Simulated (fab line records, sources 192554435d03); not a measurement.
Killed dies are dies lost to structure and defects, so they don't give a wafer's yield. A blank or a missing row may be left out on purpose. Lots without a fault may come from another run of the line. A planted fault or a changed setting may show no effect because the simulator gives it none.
Chamber matching | flow n5_finfet | N5_BEOL_M5_ETCH_61 on rie_diel-05: 4 sister chambers
The step etches SiARC in CF4, target depth 15.6 nm, time 26 s. 4 wafers are shown with their chamber, then 6 later ones without.

WAFERS WITH THEIR CHAMBER
wafer  | chamber | showerhead_plenum_p_Torr (Torr)
L283.4 | 2       | 2.21
L291.1 | 3       | 2.21
L291.4 | 0       | 2.06
L291.5 | 1       | 2.18

WAFERS WITHOUT THEIR CHAMBER
wafer  | showerhead_plenum_p_Torr (Torr)
L301.1 | 2.19
L301.3 | 2.17
L301.4 | 2.06
L302.2 | 2.21
L302.4 | 2.19
L302.6 | 2.19

WHICH CHAMBER EACH WENT THROUGH
wafer  | from the rows above          | in truth
L301.1 | can't be placed: 1 or 2 or 3 | 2
L301.3 | 1                            | 1
L301.4 | 0                            | 0
L302.2 | can't be placed: 2 or 3      | 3
L302.4 | can't be placed: 1 or 2 or 3 | 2
L302.6 | can't be placed: 1 or 2 or 3 | 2
Placed correctly: 2 of 6. Can't be placed from these rows: 4 (the true chamber is among the candidates in 4). Placed wrongly: 0.
How it was worked out, from the rows above alone: a wafer's distance from a chamber is the root of the sum, over the readings, of the square of ((its reading less the chamber's mean) divided by the reading's scatter). The wafer belongs to the nearest chamber; if the next one is less than 2 further off, it can't be placed. A chamber's mean is the mean of its shown wafers. The scatter: with one shown wafer a chamber, the root of the mean of the squares of how far each hidden wafer lies from its nearest shown one.
